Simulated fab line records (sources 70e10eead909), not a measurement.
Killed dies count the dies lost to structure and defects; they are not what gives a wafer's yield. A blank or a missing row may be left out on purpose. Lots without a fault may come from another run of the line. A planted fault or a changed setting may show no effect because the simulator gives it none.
fab line records    flow nand_harc
record lots=12  wafers=36  last_day=25
route steps=1159 shown A_STAIRCASE@560 END@1159
lots that met no fault: taken from a fault-free run of the same line
start_h: the number of hours between the record's first day and the start of the first shown wafer of the lot    wait_h: hours since the lot's step before    " repeats the value in the row above    L1.1+2: several wafers, shown together as one row    - no value present, or no start provided    * or withheld: withheld    < > ~ a bound
route shown NAME@n: NAME is a module with steps in the file, n the number in the route of the first one    usual: mean/standard deviation taken from wafers without a fault    same: alike in all rows    chamber/n: place in a boat    sites: the reading at each site    _std_site: the standard deviation of these    _edge_site: mean of outer sites minus mean of inner sites    radius_mm: how far each site lies from the wafer's centre    mask NAME#n: copy n    behind: the last tool/chamber to shape the wafer    hold: why the lot was held/for how many hours/how that ended    device: names the non-switching transistor (n, p or np)    end of line: tests of these same wafers at the route's end    a step given without rows: its recipe and nothing more    killed: dies lost to structure and defects at the first sort, not the wafer's yield    map: shows each die of a wafer: x if killed, . if not, _ if none is there
set.NAME: the setting that was run; set.NAME@STEP: the one run at that earlier step    model.NAME: the simulator's own value behind a step, which no gauge read
the route's steps for a sample of lots (tables are steps, rows are wafers)
services: a tool's chamber out of use, with start hour (start_h, from the record's first day; less than 0 if before it), hours out, and reason
## steps
# step NHARC_A_STAIRCASE_ETCH_23
# recipe target_depth_a=1000  time_s=40.5  ion_energy_ev=400  c4f8_flow_sccm=20  o2_flow_sccm=10  ar_flow_sccm=withheld  rf_w=600  bias_w=1000  chemistry=C4F8/O2
# usual oes_product_au=0.945/0.01  rf_vpp_V=895/5.6
lot.wafer  tool         chamber  start_h  wait_h  oes_product_au  rf_hours_counter_h  rf_vpp_V
L828.1     rie_diel-11  0        -        -       0.956           8                   888
L828.5     "            1        "        "       0.958           -                   899
L828.6     "            2        "        "       0.940           -                   894
L830.4     rie_diel-13  2        -        -       0.935           51                  889
L830.1     "            3        "        "       0.937           53                  888
L830.3     "            0        "        "       0.931           52                  900
L829.3     rie_diel-09  3        -        -       0.941           65                  897
L829.2     "            2        "        "       0.945           66                  898
L829.6     "            3        "        "       0.936           -                   897
L831.1     rie_diel-09  1        -        -       0.943           64                  884
L831.4     "            2        "        "       0.935           66                  898
L831.6     "            2        "        "       0.931           -                   897
L832.1     rie_diel-11  3        -        -       0.940           21                  894
L832.4     "            1        "        "       0.948           18                  899
L832.5     "            3        "        "       0.938           -                   894
L833.4     rie_diel-11  1        -        -       0.950           20                  898
L833.6     "            3        "        "       0.935           -                   893
L833.5     "            0        "        "       0.935           -                   889
L835.3     rie_diel-11  3        -        -       0.945           32                  894
L835.4     "            0        "        "       0.946           33                  889
L835.2     "            1        "        "       0.946           30                  897
L836.2     rie_diel-11  2        -        -       0.952           32                  893
L836.4     "            0        "        "       0.949           33                  890
L836.6     "            3        "        "       0.932           -                   891
L838.3     rie_diel-11  3        -        -       0.934           38                  892
L838.1     "            1        "        "       0.941           35                  897
L838.5     "            2        "        "       0.956           -                   893
L837.3     rie_diel-09  3        -        -       0.936           13                  895
L837.6     "            3        "        "       0.921           -                   896
L837.5     "            0        "        "       0.927           -                   890
L839.4     rie_diel-13  2        -        -       0.945           10                  888
L839.6     "            0        "        "       0.957           -                   899
L839.5     "            1        "        "       0.939           -                   893
L845.3     rie_diel-13  1        -        -       0.951           20                  893
L845.1     "            2        "        "       0.953           20                  888
L845.4     "            3        "        "       0.974           18                  905
# step NHARC_A_STAIRCASE_TRIM_26
# recipe time_s=211.2  o2_flow_sccm=500  ar_flow_sccm=0  bias_w=0  chemistry=O2
# usual drypump_motor_current_A=5.5/0.39  oes_product_au=1.003/0.0076  rf_vpp_V=57.7/0.94  run_length_s=232.5/0.41  showerhead_plenum_p_Torr=3.51/0.15  throttle_valve_pct=17.036/0.0084
lot.wafer  tool         chamber  start_h  wait_h  drypump_motor_current_A  oes_product_au  rf_hours_counter_h  rf_vpp_V  run_length_s  showerhead_plenum_p_Torr  throttle_valve_pct
L828.1     rie_diel-11  3        -        -       5.7                      1.008           9                   58.6      232.4         3.47                      17.027
L828.5     "            2        "        "       5.8                      1.003           -                   56.6      232.6         3.47                      17.035
L828.6     "            3        "        "       5.8                      1.009           -                   58.1      232.4         3.47                      17.046
L829.2     rie_diel-09  2        -        -       5.3                      0.984           66                  56.8      232.8         3.56                      17.047
L829.3     "            1        "        "       5.4                      0.994           64                  56.2      232.6         3.27                      17.032
L829.6     "            3        "        "       5.3                      1.000           -                   56.7      232.3         3.56                      17.021
L830.3     rie_diel-13  1        -        -       5.4                      0.996           52                  56.8      231.8         3.45                      17.031
L830.1     "            2        "        "       5.7                      1.001           51                  57.5      232.1         3.34                      17.032
L830.4     "            3        "        "       6.5                      0.993           54                  56.1      232.7         3.28                      17.045
L831.1     rie_diel-09  0        -        -       4.8                      0.996           64                  58.6      232.2         3.36                      17.041
L831.4     "            1        "        "       5.4                      1.001           64                  56.6      232.5         3.27                      17.036
L831.6     "            3        "        "       5.2                      0.998           -                   57.4      232.4         3.56                      17.044
L832.1     rie_diel-11  3        -        -       5.8                      1.003           22                  57.7      232.7         3.46                      17.049
L832.4     "            1        "        "       5.7                      0.998           19                  57.4      233.2         3.57                      17.039
L832.5     "            3        "        "       5.8                      1.000           -                   57.3      232.5         3.46                      17.043
L833.4     rie_diel-11  3        -        -       5.8                      1.012           23                  56.7      232.6         3.46                      17.036
L833.6     "            1        "        "       5.7                      1.006           -                   56.8      233.7         3.57                      17.028
L833.5     "            2        "        "       5.8                      1.021           -                   56.1      232.8         3.47                      17.037
L835.3     rie_diel-11  2        -        -       5.8                      1.016           32                  55.6      232.4         3.46                      17.034
L835.4     "            3        "        "       5.7                      0.997           32                  57.7      232.3         3.45                      17.043
L835.2     "            0        "        "       5.5                      1.006           33                  57.7      232.7         3.33                      17.030
L836.4     rie_diel-11  0        -        -       5.5                      1.015           33                  56.6      232.4         3.33                      17.029
L836.2     "            2        "        "       5.8                      1.015           32                  58.1      232.2         3.46                      17.041
L836.6     "            3        "        "       5.7                      1.005           -                   58.7      232.6         3.45                      17.038
L838.3     rie_diel-11  1        -        -       5.7                      1.007           36                  57.9      233.8         3.56                      17.035
L838.1     "            3        "        "       5.7                      1.003           38                  59.0      232.6         3.45                      17.038
L838.5     "            0        "        "       5.5                      1.008           -                   59.2      232.7         3.32                      17.035
L837.3     rie_diel-09  0        -        -       4.8                      0.995           11                  59.1      232.1         3.35                      17.046
L837.5     "            3        "        "       5.2                      1.003           -                   58.6      232.3         3.55                      17.038
L837.6     "            2        "        "       5.3                      0.996           -                   57.3      233.1         3.56                      17.046
L839.4     rie_diel-13  2        -        -       5.7                      0.998           11                  56.7      232.1         3.33                      17.027
L839.5     "            2        "        "       5.7                      1.002           -                   56.7      231.8         3.33                      17.015
L839.6     "            3        "        "       6.5                      0.992           -                   58.7      232.7         3.80                      17.046
L845.3     rie_diel-13  3        -        -       6.6                      1.005           19                  59.7      232.6         3.80                      17.025
L845.1     "            0        "        "       5.5                      1.018           19                  56.4      233.2         3.58                      17.040
L845.4     "            1        "        "       5.4                      1.007           20                  58.1      232.1         3.44                      17.020
# step NHARC_A_STAIRCASE_ETCH_190
# recipe target_depth_a=1000  time_s=40.5  ion_energy_ev=400  c4f8_flow_sccm=20  o2_flow_sccm=10  ar_flow_sccm=withheld  rf_w=600  bias_w=1000  chemistry=C4F8/O2
# usual oes_product_au=0.940/0.012  rf_vpp_V=895/5.3
lot.wafer  tool         chamber  start_h  wait_h  oes_product_au  rf_hours_counter_h  rf_vpp_V
L828.1     rie_diel-09  0        -        -       0.929           54                  890
L828.5     "            3        "        "       0.926           -                   898
L828.6     "            0        "        "       0.927           -                   890
L829.3     rie_diel-13  3        -        -       0.939           54                  885
L829.2     "            0        "        "       0.912           53                  899
L829.6     "            1        "        "       0.917           -                   894
L830.3     rie_diel-11  1        -        -       0.934           16                  899
L830.1     "            2        "        "       0.938           20                  893
L830.4     "            3        "        "       0.936           19                  893
L831.1     rie_diel-13  1        -        -       0.920           53                  893
L831.4     "            2        "        "       0.938           52                  889
L831.6     "            2        "        "       0.933           -                   889
L832.1     rie_diel-13  1        -        -       0.929           56                  893
L832.4     "            3        "        "       0.925           58                  887
L832.5     "            2        "        "       0.932           -                   887
L833.4     rie_diel-11  0        -        -       0.953           25                  888
L833.5     "            1        "        "       0.948           -                   898
L833.6     "            2        "        "       0.945           -                   895
L835.2     rie_diel-11  2        -        -       0.947           35                  892
L835.3     "            0        "        "       0.963           35                  888
L835.4     "            1        "        "       0.953           32                  898
L836.2     rie_diel-11  3        -        -       0.951           35                  893
L836.4     "            0        "        "       0.946           35                  889
L836.6     "            0        "        "       0.944           -                   888
L838.3     rie_diel-09  2        -        -       0.931           11                  898
L838.1     "            0        "        "       0.936           12                  889
L838.5     "            0        "        "       0.940           -                   891
L837.3     rie_diel-09  0        -        -       0.933           13                  889
L837.5     "            0        "        "       0.936           -                   889
L837.6     "            3        "        "       0.945           -                   897
L839.4     rie_diel-09  0        -        -       0.942           20                  889
L839.5     "            1        "        "       0.941           -                   906
L839.6     "            2        "        "       0.931           -                   898
L845.1     rie_diel-13  0        -        -       0.950           19                  897
L845.3     "            1        "        "       0.949           20                  893
L845.4     "            2        "        "       0.948           20                  889
# step NHARC_A_STAIRCASE_TRIM_198
# recipe time_s=211.2  o2_flow_sccm=500  ar_flow_sccm=0  bias_w=0  chemistry=O2
# usual drypump_motor_current_A=5.5/0.39  oes_product_au=1.001/0.0087  rf_vpp_V=57.8/0.92  run_length_s=232.5/0.38  showerhead_plenum_p_Torr=3.49/0.15  throttle_valve_pct=17.038/0.0091
lot.wafer  tool         chamber  start_h  wait_h  drypump_motor_current_A  oes_product_au  rf_hours_counter_h  rf_vpp_V  run_length_s  showerhead_plenum_p_Torr  throttle_valve_pct
L828.1     rie_diel-13  1        226.30   -       5.4                      0.999           42                  58.5      231.8         3.46                      17.039
L828.6     "            0        "        "       5.5                      0.982           -                   58.7      232.4         3.60                      17.040
L828.5     "            1        "        "       5.3                      0.992           -                   58.0      232.0         3.46                      17.032
L829.2     rie_diel-13  3        259.16   -       6.5                      0.996           57                  57.3      232.6         3.27                      17.037
L829.3     "            0        "        "       5.4                      0.992           54                  56.6      232.8         3.60                      17.016
L829.6     "            2        "        "       5.7                      0.988           -                   57.1      232.3         3.34                      17.034
L831.1     rie_diel-11  2        259.57   -       5.8                      1.016           22                  58.2      232.5         3.47                      17.037
L831.4     "            3        "        "       5.8                      1.007           22                  59.4      232.2         3.46                      17.042
L831.6     "            1        "        "       5.7                      1.009           -                   58.0      233.7         3.57                      17.024
L830.4     rie_diel-13  2        259.62   -       5.7                      0.994           55                  55.9      232.3         3.34                      17.047
L830.1     "            0        "        "       5.4                      0.974           55                  58.6      232.6         3.60                      17.050
L830.3     "            1        "        "       5.4                      0.991           55                  56.6      232.1         3.45                      17.047
L832.4     rie_diel-13  1        263.18   -       5.4                      0.995           57                  58.2      231.7         3.45                      17.036
L832.1     "            2        "        "       5.7                      0.989           58                  56.7      232.4         3.33                      17.043
L832.5     "            2        "        "       5.7                      1.000           -                   56.9      232.1         3.33                      17.044
L833.4     rie_diel-09  1        265.76   -       5.4                      0.991           0                   57.2      232.1         3.81                      17.064
L833.5     "            1        "        "       5.4                      0.995           -                   58.5      232.4         3.81                      17.032
L833.6     "            2        "        "       5.3                      0.986           -                   57.5      232.7         3.56                      17.047
L835.4     rie_diel-09  3        288.24   -       5.3                      1.015           10                  58.6      232.7         3.55                      17.028
L835.2     "            0        "        "       4.8                      0.998           8                   57.7      232.1         3.36                      17.029
L835.3     "            1        "        "       5.4                      0.995           8                   56.8      232.1         3.80                      17.032
L836.2     rie_diel-11  2        288.54   -       5.8                      1.007           35                  58.0      232.4         3.46                      17.031
L836.4     "            3        "        "       5.8                      1.011           35                  58.4      232.4         3.45                      17.042
L836.6     "            1        "        "       5.7                      1.009           -                   59.1      233.0         3.57                      17.022
L838.1     rie_diel-09  2        298.00   -       5.3                      1.010           12                  58.3      232.5         3.56                      17.038
L838.3     "            3        "        "       5.2                      1.010           15                  58.6      232.2         3.55                      17.035
L838.5     "            2        "        "       5.3                      0.998           -                   57.5      232.7         3.56                      17.020
L837.3     rie_diel-11  1        298.59   -       5.7                      0.999           38                  56.1      233.0         3.56                      17.045
L837.6     "            2        "        "       5.8                      1.004           -                   58.3      232.9         3.46                      17.046
L837.5     "            3        "        "       5.7                      0.993           -                   57.5      232.8         3.45                      17.042
L839.4     rie_diel-11  2        319.71   -       5.8                      1.007           47                  58.4      232.3         3.45                      17.051
L839.5     "            3        "        "       5.7                      1.005           -                   57.9      232.4         3.45                      17.034
L839.6     "            0        "        "       5.5                      1.015           -                   58.0      232.6         3.32                      17.037
L845.3     rie_diel-09  3        347.94   -       5.3                      1.007           32                  56.9      232.5         3.54                      17.014
L845.4     "            0        "        "       4.9                      0.997           30                  55.6      168.1         3.34                      17.047
L845.1     "            2        "        "       5.3                      0.984           26                  57.7      233.1         3.55                      17.030
# step NHARC_END_SORT_01
# recipe temp_c=25
# usual killed_at_array=28/11  killed_at_other=0.9/1.2  killed_at_periphery=2.6/2.1  killed_dies=31/11  killed_open=3.1/1.7  killed_short=1.9/1.3
# same gross_dies=677
lot.wafer  tool       chamber  start_h  wait_h  killed_at_array  killed_at_other  killed_at_periphery  killed_dies  killed_open  killed_short
L845.4     prober-02  0        608.49   3.4     39               0                2                    41           4            1
# killed by level:class
L845.4 A_CHANNEL_HOLE_D1:chamber_film_flake=19 A_SLIT:chamber_film_flake=9 A_CONTACT:chamber_film_flake=3 A_STAIRCASE:chamber_film_flake=2 P_M0:geometric_particle:open=1 A_ONON_D1:geometric_particle:open=1 A_SGD_CUT:geometric_particle:open=1 A_M0:geometric_particle:open=1
## services
tool         chamber  start_h  hours  kind
rie_diel-11  0        198.65   -      clean
rie_diel-11  1        198.65   -      clean
rie_diel-11  1        198.65   -      consumable_replace:focus_ring
rie_diel-11  2        198.65   -      clean
rie_diel-11  3        198.65   -      clean
rie_diel-11  0        223.15   -      clean
rie_diel-11  1        223.15   -      clean
rie_diel-11  2        223.15   -      clean
rie_diel-11  3        223.15   -      clean
rie_diel-13  2        225.68   4.4    repair
rie_diel-11  1        241.89   9.1    repair
rie_diel-11  0        247.74   -      clean
rie_diel-11  2        247.74   -      clean
rie_diel-11  3        247.74   -      clean
rie_diel-09  -        254.15   9.0    pm
rie_diel-11  0        272.33   -      clean
rie_diel-11  1        272.33   -      clean
rie_diel-11  2        272.33   -      clean
rie_diel-11  3        272.33   -      clean
rie_diel-13  -        276.20   9.0    pm
rie_diel-09  1        290.16   10.6   repair
rie_diel-11  0        296.83   -      clean
rie_diel-11  1        296.83   -      clean
rie_diel-11  2        296.83   -      clean
## key
first_sign step=NHARC_A_STAIRCASE_TRIM_198  reading=run_length_s  direction=down  sigmas=99+  usual=*  struck=*
effect none on later readings
met_at NHARC_A_STAIRCASE_TRIM_198
struck_lots L845
struck_wafers L845.4
tester_left_out L845
not_acting_at NHARC_A_STAIRCASE_ETCH_23,NHARC_A_STAIRCASE_TRIM_26,NHARC_A_STAIRCASE_ETCH_190
onset_between 288.24 347.94
fault kind=process_parameter_drift  tool=rie_diel-09  chamber=0  onset_h=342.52  steps=NHARC_A_STAIRCASE_TRIM_198  channel=time_s  offset=*  shape=step  end_h=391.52  acts_in=*  stated=*
# tester_left_out: of these lots the tester's yield and bins aren't shown, on N5 and GAA mostly nor the transistor test; their killed dies are dies lost to structure and defects alone, not to doping, threshold or leakage, so they don't give the yield
